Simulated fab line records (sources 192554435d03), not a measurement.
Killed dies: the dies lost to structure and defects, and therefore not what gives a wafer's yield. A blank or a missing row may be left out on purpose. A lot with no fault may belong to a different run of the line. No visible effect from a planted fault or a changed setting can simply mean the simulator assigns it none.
Lot-split experiment | flow n5Finfet | 7 lots, 21 wafers read, on a route of 1938 steps

## THE SPLIT
At N5_PASSIVATION_EXPOSE_27 (exposes mask PAD, defocus 0 nm), the setting doseMj was moved away from the recipe's 32.3 on 6 of the 21 wafers read, by -4.6% to +3.8%. The other wafers ran this setting at the recipe's value.

## FROM THE SPLIT TO THE READING: what the file shows between them, 3 steps
- N5_PASSIVATION_PEB_28 (also split here: pebTimeS)
- N5_PASSIVATION_DEVELOP_29: develop time 60 s
- N5_PASSIVATION_HARDBAKE_31: time 120 s

## THE READING
Shown in nm: cdNm at N5_PASSIVATION_CD_MEAS_30, with target cd 4000 nm. A value of 3999.5 nm with a standard deviation of 1.8 nm is what fault-free wafers of this fab line usually give.

wafer  | tool, chamber at the split | doseMj as run | against the recipe | cdNm, nm | against lot-mates on the recipe
L074.1 | krfScanner-01, 0           | 30.92         | -4.3%              | 3989.7   | -10.6
L074.3 | krfScanner-01, 0           | 32.3          | recipe             | 4000.4   | -
L074.6 | krfScanner-01, 0           | 32.3          | recipe             | 4000.2   | -
L078.3 | krfScanner-01, 0           | 30.83         | -4.6%              | 3992.9   | -8.2
L078.4 | krfScanner-01, 0           | 32.3          | recipe             | 4001.1   | -
L078.6 | krfScanner-01, 0           | 32.3          | recipe             | 4001.0   | -
L081.1 | krfScanner-01, 0           | 32.3          | recipe             | 4002.7   | -
L081.4 | krfScanner-01, 0           | 32.3          | recipe             | 4003.6   | -
L081.6 | krfScanner-01, 0           | 32.3          | recipe             | 4005.2   | -
L084.2 | krfScanner-01, 0           | 33.11         | +2.5%              | 3999.3   | +5.5
L084.3 | krfScanner-01, 0           | 32.3          | recipe             | 3993.1   | -
L084.5 | krfScanner-01, 0           | 32.3          | recipe             | 3994.6   | -
L087.4 | krfScanner-02, 0           | 32.3          | recipe             | 3998.7   | -
L087.5 | krfScanner-02, 0           | 32.3          | recipe             | 4000.7   | -
L087.6 | krfScanner-02, 0           | 32.3          | recipe             | 3996.4   | -
L093.1 | krfScanner-01, 0           | 32.3          | recipe             | 4002.2   | -
L093.2 | krfScanner-01, 0           | 31.33         | -3.0%              | 3993.7   | -8.5
L093.6 | krfScanner-01, 0           | 31.33         | -3.0%              | 3996.7   | -5.5
L092.3 | krfScanner-01, 0           | 32.3          | recipe             | 3998.0   | -
L092.5 | krfScanner-01, 0           | 32.3          | recipe             | 3994.4   | -
L092.6 | krfScanner-01, 0           | 33.53         | +3.8%              | 4003.5   | +7.3

FIT RESULTS
A straight line over all 21 wafers: cdNm changes by +1.4 nm for each +1% of doseMj; r = +0.64; the points scatter about the line by 3.3 nm.
The same after taking each lot's own level away (the mean of its wafers on the recipe; 21 wafers): +2.12 nm for each +1%; r = +0.96; scatter 1.3 nm.
According to that fit, moving doseMj by its largest amount changes the reading by 9.7 nm.
Measured against the standard deviation above, the lots' own levels, which go from 3993.85 to 4003.83 nm, span 5.5 times it.
So the lot-to-lot level blurs the effect unless lot-mates are compared.
Check: with one of the wafers moved furthest among these (-4.6%) left out of the fit, the line predicts -10.4 nm for it against its lot-mates. It came out at -8.15 nm against them.

## THE OTHER SPLITS THESE WAFERS WENT THROUGH
Other splits were also applied to these wafers ahead of the reading. Each is held against what the fit with the lots' levels taken away leaves over:
other split on the same wafers       | wafers away from the commonest value | r with cdNm (lot level and that fit taken away)
N5_BEOL_M15_PEB_26 pebTimeS          | 5                                    | -0.08
N5_PASSIVATION_SPUTTER_20 targetThkA | 8                                    | -0.16
N5_PASSIVATION_PEB_28 pebTimeS       | as run: not given for these wafers   | -

## FILE'S OWN FIT
cdNm changes by +2.11 nm for each +1% of doseMj, r = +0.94.
